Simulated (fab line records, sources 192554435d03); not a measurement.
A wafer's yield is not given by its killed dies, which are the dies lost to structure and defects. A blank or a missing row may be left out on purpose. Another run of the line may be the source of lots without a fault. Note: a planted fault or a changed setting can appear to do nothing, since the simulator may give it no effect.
Matching of chambers + flow n5 finfet + N5_BEOL_M0_SAQP_HM_OPEN_112 on rie diel-05 has 4 sister chambers
The step chemistry CHF3/O2, target SiO2, stops on a-Si, target depth 12 nm, time 13.5 s. 4 wafers are shown with their chamber, then 10 later ones without.

WAFERS PAIRED WITH THEIR CHAMBERS
| wafer  | chamber | showerhead plenum p Torr (Torr) |
|--------|---------|---------------------------------|
| L078.5 | 0       | 2.49                            |
| L084.5 | 1       | 2.30                            |
| L089.1 | 2       | 2.44                            |
| L089.5 | 3       | 2.33                            |

WAFERS WITHOUT THEIR CHAMBER
| wafer  | showerhead plenum p Torr (Torr) |
|--------|---------------------------------|
| L089.6 | 2.48                            |
| L090.3 | 2.30                            |
| L090.5 | 2.33                            |
| L090.6 | 2.48                            |
| L091.1 | 2.48                            |
| L091.4 | 2.30                            |
| L091.5 | 2.48                            |
| L097.1 | 2.32                            |
| L097.3 | 2.48                            |
| L097.5 | 2.44                            |

EACH ONE'S CHAMBER
| wafer  | from the rows above     | in truth |
|--------|-------------------------|----------|
| L089.6 | 0                       | 0        |
| L090.3 | 1                       | 1        |
| L090.5 | 3                       | 3        |
| L090.6 | 0                       | 0        |
| L091.1 | 0                       | 0        |
| L091.4 | 1                       | 1        |
| L091.5 | 0                       | 0        |
| L097.1 | can't be placed: 3 or 1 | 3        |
| L097.3 | 0                       | 0        |
| L097.5 | 2                       | 2        |
Correctly placed: 9 of 10. Cannot be placed on the basis of these rows: 1; the candidates contain the true chamber in 1. 0 placed wrongly.
How it was worked out, from the rows above alone: a wafer's distance from a chamber is the root of the sum, over the readings, of the square of ((its reading less the chamber's mean) divided by the reading's scatter). If the next closest chamber is less than 2 further off than the closest, the wafer can't be placed; otherwise it belongs to the closest. The mean given for a chamber averages the wafers shown for that chamber. The scatter: with one shown wafer a chamber, the root of the mean of the squares of how far each hidden wafer lies from its nearest shown one.
